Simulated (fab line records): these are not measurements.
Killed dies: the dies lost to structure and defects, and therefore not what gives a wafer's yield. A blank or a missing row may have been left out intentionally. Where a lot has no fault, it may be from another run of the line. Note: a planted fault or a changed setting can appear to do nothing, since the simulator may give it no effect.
Chamber matching / flow n5Finfet / pecvd-01 running N5_BEOL_M4_DEP_57: 3 sister chambers
The step deposits SiCN from 3MS/NH3, target thk 8 nm, time 14 s. 6 wafers are shown with their chamber, then 7 later ones without.

## EACH WAFER AND ITS CHAMBER
wafer=L080.5; chamber=0; throttleValvePct (%)=9.1; showerheadPlenumPTorr (Torr)=3.674
wafer=L081.6; chamber=0; throttleValvePct (%)=8.9; showerheadPlenumPTorr (Torr)=3.664
wafer=L082.4; chamber=2; throttleValvePct (%)=8.9; showerheadPlenumPTorr (Torr)=3.648
wafer=L083.3; chamber=2; throttleValvePct (%)=9.0; showerheadPlenumPTorr (Torr)=3.660
wafer=L085.3; chamber=1; throttleValvePct (%)=8.6; showerheadPlenumPTorr (Torr)=3.667
wafer=L085.5; chamber=1; throttleValvePct (%)=8.5; showerheadPlenumPTorr (Torr)=3.668

## WAFERS WITH NO CHAMBER GIVEN
wafer=L085.6; throttleValvePct (%)=9.1; showerheadPlenumPTorr (Torr)=3.665
wafer=L095.1; throttleValvePct (%)=8.9; showerheadPlenumPTorr (Torr)=3.676
wafer=L095.3; throttleValvePct (%)=9.1; showerheadPlenumPTorr (Torr)=3.656
wafer=L095.6; throttleValvePct (%)=8.9; showerheadPlenumPTorr (Torr)=3.675
wafer=L097.1; throttleValvePct (%)=9.3; showerheadPlenumPTorr (Torr)=3.661
wafer=L097.3; throttleValvePct (%)=9.1; showerheadPlenumPTorr (Torr)=3.665
wafer=L097.6; throttleValvePct (%)=9.1; showerheadPlenumPTorr (Torr)=3.665

## THE CHAMBER EACH PASSED THROUGH
wafer=L085.6; from the rows above=can't be placed: 0 or 2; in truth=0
wafer=L095.1; from the rows above=can't be placed: 0 or 2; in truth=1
wafer=L095.3; from the rows above=can't be placed: 2 or 0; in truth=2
wafer=L095.6; from the rows above=can't be placed: 0 or 2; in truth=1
wafer=L097.1; from the rows above=can't be placed: 0 or 2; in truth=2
wafer=L097.3; from the rows above=can't be placed: 0 or 2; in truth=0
wafer=L097.6; from the rows above=can't be placed: 0 or 2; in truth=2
Correctly placed: 0 of 7. From these rows, 7 cannot be placed; in 5 the true chamber is one of the candidates. Number placed wrongly: 0.
How it was worked out, from the rows above alone: a wafer's distance from a chamber is the root of the sum, over the readings, of the square of ((its reading less the chamber's mean) divided by the reading's scatter). If the next closest chamber is less than 2 further off than the closest, the wafer can't be placed; otherwise it belongs to the closest. Each chamber's mean is taken over the wafers shown for it. The scatter is the square root of a quotient: the sum, over the shown wafers, of each reading's squared deviation from its chamber's mean, divided by wafers minus chambers.
